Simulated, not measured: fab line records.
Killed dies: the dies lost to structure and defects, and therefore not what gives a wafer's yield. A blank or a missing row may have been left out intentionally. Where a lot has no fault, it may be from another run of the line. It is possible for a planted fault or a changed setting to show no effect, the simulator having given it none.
Chamber matching -- flow nand_harc -- 3 sister chambers for NHARC_A_STAIRCASE_DEP_417 on pecvd-03
The step deposits Si3N4, target thk 60 nm. 16 wafers are shown with their chamber, then 8 later ones without.

## EACH WAFER AND ITS CHAMBER
wafer,chamber,heater_power_w (W),rf_fwd_power_W (W)
L075.1,1,796,448.1
L075.2,0,566,449.9
L075.3,2,702,449.6
L077.1,1,792,449.1
L077.2,2,803,449.9
L077.3,0,585,449.7
L078.1,2,794,446.6
L078.4,0,546,450.4
L078.6,2,819,449.3
L083.4,0,589,448.9
L083.5,2,727,446.9
L083.6,1,817,447.3
L088.1,1,860,447.9
L088.2,2,805,448.2
L088.4,1,869,448.5
L093.1,2,782,448.7

SIGNATURES, as means of the wafers listed above
reading,chamber 0,chamber 1,chamber 2,scatter within a chamber
heater_power_w,571.50,826.80,776.00,37.2
rf_fwd_power_W,449.725,448.180,448.457,1
Rule: for a wafer and a chamber, the distance is found by dividing, reading by reading, the gap between the wafer's reading and the chamber's mean by the reading's scatter, squaring, summing and taking the root. If the next closest chamber is less than 2 further off than the closest, the wafer can't be placed; otherwise it belongs to the closest. The scatter: the root of (the sum of the squares of (reading less its chamber's mean) over the shown wafers, divided by (wafers less chambers)).

## WAFERS WITH NO CHAMBER GIVEN
wafer,heater_power_w (W),rf_fwd_power_W (W)
L093.2,722,449.4
L093.3,499,449.6
L091.2,519,450.4
L091.4,759,447.6
L091.5,862,449.1
L094.1,765,450.3
L094.2,701,449.8
L094.3,604,448.4

## WHICH CHAMBER EACH WENT THROUGH
wafer,from the rows above,in truth
L093.2,can't be placed: 2 or 1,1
L093.3,0,0
L091.2,0,0
L091.4,can't be placed: 2 or 1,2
L091.5,can't be placed: 1 or 2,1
L094.1,can't be placed: 2 or 1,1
L094.2,can't be placed: 2 or 0 or 1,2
L094.3,0,0
3 of 8 placed correctly. These rows do not allow placing 5 (true chamber among the candidates in 5). 0 placed wrongly.
